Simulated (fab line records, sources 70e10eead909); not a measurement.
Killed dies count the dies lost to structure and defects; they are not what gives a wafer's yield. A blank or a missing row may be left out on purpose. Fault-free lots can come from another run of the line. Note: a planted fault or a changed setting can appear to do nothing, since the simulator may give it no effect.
Which tool was responsible?    flow nand_harc    72 wafers from 24 lots sampled at 4 of the route's 1159 steps

WHAT THE GAUGES SHOWED, per wafer
NHARC_A_BONDPAD_THK_MEAS_20: measures by xrf.
lot   measured      on             thk_nm (nm)
L075  day 19 06:13  film_metro-02  168.9 168.4 168.5
L076  day 19 06:54  film_metro-01  168.9 167.7 170.6
L074  day 19 08:26  film_metro-01  169.2 169.7 170.9
L078  day 19 08:37  film_metro-01  170.1 170.2 169.7
L077  day 19 08:50  film_metro-01  171.3 172.4 170.0
L079  day 19 11:35  film_metro-02  168.5 169.0 168.9
L081  day 20 04:28  film_metro-02  169.3 170.0 171.4
L080  day 20 09:35  film_metro-02  170.2 168.5 169.0
L083  day 20 15:14  film_metro-01  171.4 169.0 170.2
L082  day 21 05:55  film_metro-01  167.8 170.7 168.3
L084  day 21 18:27  film_metro-01  168.7 171.1 168.8
L087  day 21 18:59  film_metro-01  168.6 167.5 169.5
L088  day 21 21:42  film_metro-02  169.6 169.3 173.0
L086  day 22 08:47  film_metro-01  170.9 171.4 171.6
L091  day 22 17:04  film_metro-01  168.9 171.6 170.6
L085  day 22 19:19  film_metro-02  169.8 169.9 168.9
L089  day 22 22:17  film_metro-01  173.2 171.2 173.0
L090  day 22 22:25  film_metro-01  170.4 169.3 169.3
L093  day 22 22:54  film_metro-01  172.3 169.0 169.0
L092  day 22 23:22  film_metro-01  168.2 168.5 167.5
L094  day 23 04:34  film_metro-02  169.3 172.1 169.1
L097  day 23 09:39  film_metro-02  168.7 170.2 169.0
L095  day 23 10:07  film_metro-01  168.9 171.7 171.3
L096  day 23 17:09  film_metro-02  167.5 169.1 169.5

NHARC_THIN_TSV_CD_MEAS_16.
lot   measured      on         cd_nm (nm)
L075  day 19 21:25  cd_sem-01  1001.1 998.7 1000.3
L076  day 19 20:04  cd_sem-02  997.6 998.9 999.6
L074  day 19 23:48  cd_sem-03  1001.9 1000.2 1000.0
L078  day 20 02:43  cd_sem-01  1001.1 1000.4 1000.3
L077  day 20 01:31  cd_sem-03  999.2 1000.0 998.3
L079  day 20 04:05  cd_sem-02  999.7 999.8 1000.4
L081  day 20 18:09  cd_sem-03  999.6 1000.5 1000.2
L080  day 21 02:04  cd_sem-02  1001.7 1002.5 1000.8
L083  day 21 03:09  cd_sem-01  998.0 999.0 997.9
L082  day 21 22:04  cd_sem-03  1001.7 1000.4 998.6
L084  day 22 12:43  cd_sem-01  1001.0 1001.2 1001.5
L087  day 22 15:12  cd_sem-02  998.3 997.9 998.7
L088  day 22 14:05  cd_sem-03  1000.2 999.4 1001.8
L086  day 23 00:35  cd_sem-02  1001.1 1001.4 1000.8
L091  day 23 07:52  cd_sem-01  997.6 997.6 999.5
L085  day 23 09:04  cd_sem-01  1001.1 1002.2 1002.1
L089  day 23 11:56  cd_sem-01  999.7 1000.8 999.3
L090  day 23 13:17  cd_sem-03  997.5 998.5 997.6
L093  day 23 14:28  cd_sem-02  1002.4 1000.1 1002.2
L092  day 23 15:40  cd_sem-03  1001.7 1003.8 1002.0
L094  day 23 18:14  cd_sem-02  1003.3 1003.2 1003.0
L097  day 24 00:42  cd_sem-02  999.4 999.7 999.4
L095  day 24 01:45  cd_sem-03  999.0 1000.2 999.2
L096  day 24 06:46  cd_sem-03  1003.7 1002.1 1000.4

TOOL THAT RAN EACH LOT (tool first, then ch and the chambers of the sampled wafers, then the start)
lot   NHARC_A_BONDPAD_ETCH_12                        NHARC_THIN_TSV_CMP_01
L075  rie_diel-04 ch 0,1,3, day 19 06:13 or earlier  cmp-04 ch 0,2,3, day 19 19:09
L076  rie_diel-04 ch 1,2,3, day 19 06:54 or earlier  cmp-04 ch 0,2,3, day 19 17:56
L074  rie_diel-04 ch 0,2, day 19 08:26 or earlier    cmp-04 ch 0,3, day 19 21:32
L078  rie_diel-05 ch 1,2, day 19 08:37 or earlier    cmp-03 ch 0,3, day 20 00:26
L077  rie_diel-04 ch 1,2,3, day 19 08:50 or earlier  cmp-01 ch 0,3, day 19 23:14
L079  rie_diel-05 ch 0,1,3, day 19 11:35 or earlier  cmp-01 ch 0,1,3, day 20 01:38
L081  rie_diel-04 ch 1,3, day 20 04:28 or earlier    cmp-03 ch 0,1,3, day 20 15:48
L080  rie_diel-04 ch 0,3, day 20 09:35 or earlier    cmp-04 ch 0,1,3, day 20 23:32
L083  rie_diel-05 ch 2,3, day 20 15:14 or earlier    cmp-04 ch 0,1,2, day 21 00:44
L082  rie_diel-13 ch 0,1,2, day 21 05:55 or earlier  cmp-03 ch 0,1,3, day 21 19:47
L084  rie_diel-05 ch 0,3, day 21 18:27 or earlier    cmp-01 ch 0,1, day 22 10:26
L087  rie_diel-04 ch 1,2, day 21 18:59 or earlier    cmp-03 ch 0,1, day 22 12:49
L088  rie_diel-04 ch 0,3, day 21 21:42 or earlier    cmp-03 ch 1,3, day 22 11:37
L086  rie_diel-04 ch 0,1,2, day 22 08:47 or earlier  cmp-04 ch 0,1,3, day 22 22:09
L091  rie_diel-13 ch 1,2, day 22 17:04 or earlier    cmp-04 ch 0,2,3, day 23 05:40
L085  rie_diel-13 ch 1,3, day 22 19:19 or earlier    cmp-04 ch 0,1,2, day 23 06:47
L089  rie_diel-04 ch 0,1,3, day 22 22:17 or earlier  cmp-04 ch 0,1,2, day 23 09:47
L090  rie_diel-13 ch 0,1,3, day 22 22:25 or earlier  cmp-03 ch 1,2,3, day 23 11:00
L093  rie_diel-04 ch 0,2,3, day 22 22:54 or earlier  cmp-04 ch 0,2,3, day 23 12:11
L092  rie_diel-04 ch 0,2,3, day 22 23:22 or earlier  cmp-01 ch 1,2,3, day 23 13:23
L094  rie_diel-05 ch 1,3, day 23 04:34 or earlier    cmp-01 ch 1,2,3, day 23 15:58
L097  rie_diel-04 ch 0,2,3, day 23 09:39 or earlier  cmp-01 ch 0,1,3, day 23 22:26
L095  rie_diel-04 ch 0,2,3, day 23 10:07 or earlier  cmp-01 ch 0,2,3, day 23 23:36
L096  rie_diel-04 ch 0,1,3, day 23 17:09 or earlier  cmp-03 ch 0,1,2, day 24 04:32
- NHARC_A_BONDPAD_ETCH_12: etches the open film in CHF3/O2, target depth 220 nm, time 110 s.
- NHARC_THIN_TSV_CMP_01: polishes.

WHAT THE TOOLS THEMSELVES READ (means of the sampled wafers that have a number; where no wafer has one, the mark that the record gives instead)
NHARC_A_BONDPAD_ETCH_12.
lot   tool         bias_w (W)  chamber_pressure_mTorr (mTorr)  drypump_motor_current_A (A)  oes_product_au (a.u.)  rf_vpp_V (V)  showerhead_plenum_p_Torr (Torr)  throttle_valve_pct (%)
L075  rie_diel-04  199.9       25.021                          5.6                          0.928                  370.5         2.41                             20.576
L076  rie_diel-04  200.0       24.989                          5.8                          0.966                  371.3         2.44                             20.565
L074  rie_diel-04  200.3       25.004                          6.2                          0.965                  371.5         2.43                             20.574
L078  rie_diel-05  199.7       25.002                          5.6                          0.923                  369.8         2.33                             20.577
L077  rie_diel-04  200.0       24.953                          5.8                          0.960                  370.7         2.44                             20.562
L079  rie_diel-05  199.6       25.006                          5.6                          0.920                  369.5         2.34                             20.563
L081  rie_diel-04  199.7       25.025                          5.3                          0.916                  371.5         2.41                             20.573
L080  rie_diel-04  200.0       25.019                          5.7                          0.970                  371.0         2.41                             20.575
L083  rie_diel-05  200.1       25.007                          4.9                          0.926                  369.4         2.38                             20.569
L082  rie_diel-13  200.1       24.978                          6.1                          0.956                  371.2         2.40                             20.572
L084  rie_diel-05  200.5       24.988                          5.3                          0.921                  369.7         2.36                             20.569
L087  rie_diel-04  200.1       24.992                          5.6                          0.951                  371.6         2.43                             20.567
L088  rie_diel-04  199.6       24.981                          5.9                          0.927                  370.6         2.41                             20.574
L086  rie_diel-04  199.7       24.979                          5.9                          0.968                  371.1         2.43                             20.581
L091  rie_diel-13  200.1       25.017                          6.3                          0.934                  370.4         2.41                             20.577
L085  rie_diel-13  200.0       25.025                          5.7                          0.923                  374.3         2.59                             20.574
L089  rie_diel-04  199.8       25.006                          5.6                          0.926                  370.2         2.41                             20.570
L090  rie_diel-13  200.3       24.997                          5.7                          0.938                  372.6         2.49                             20.583
L093  rie_diel-04  199.9       25.012                          6.1                          0.938                  370.9         2.43                             20.568
L092  rie_diel-04  200.2       24.995                          6.1                          0.972                  370.9         2.43                             20.583
L094  rie_diel-05  199.6       24.999                          5.7                          0.961                  368.4         2.32                             20.573
L097  rie_diel-04  199.4       25.030                          6.1                          0.927                  371.3         2.43                             20.575
L095  rie_diel-04  199.9       24.996                          6.1                          0.947                  371.1         2.43                             20.562
L096  rie_diel-04  200.0       25.007                          5.6                          0.924                  370.9         2.41                             20.571

NHARC_THIN_TSV_CMP_01.
lot   tool    motor_current_A (A)
L075  cmp-04  11.5
L076  cmp-04  11.7
L074  cmp-04  11.3
L078  cmp-03  13.6
L077  cmp-01  11.8
L079  cmp-01  12.3
L081  cmp-03  13.4
L080  cmp-04  12.1
L083  cmp-04  11.4
L082  cmp-03  13.2
L084  cmp-01  13.0
L087  cmp-03  13.4
L088  cmp-03  12.8
L086  cmp-04  11.7
L091  cmp-04  11.9
L085  cmp-04  11.7
L089  cmp-04  11.6
L090  cmp-03  12.9
L093  cmp-04  11.5
L092  cmp-01  13.2
L094  cmp-01  13.4
L097  cmp-01  12.1
L095  cmp-01  12.5
L096  cmp-03  13.6

THE ANSWER, worked out from the rows above alone
Rule: the lots themselves supply what counts as usual. The widest of any qualifying gaps counts: lots, ordered by their means at a reading, are off when they make up no more than a third of the lots, leave a main group of 4 or more, and stand apart from it by 3 or more times the standard deviation of that group's means. Not used: any main group whose means are identical at the precision the tables above print for the reading. A lot without any number at a reading at which 4 lots or more have one is off too. All remaining lots with rows at the step are treated as sound. After the gauges, taken in route order, come the tools' own readings; for these a lot's mean is taken, as printed above. The first step at which some lot is off is used, and at that step the reading that is off furthest; a lot without a number counts as furthest.
No lot is off on any of the readings shown, so nothing can be concluded from this.

WHAT HAD BEEN PUT IN BY THE SIMULATOR
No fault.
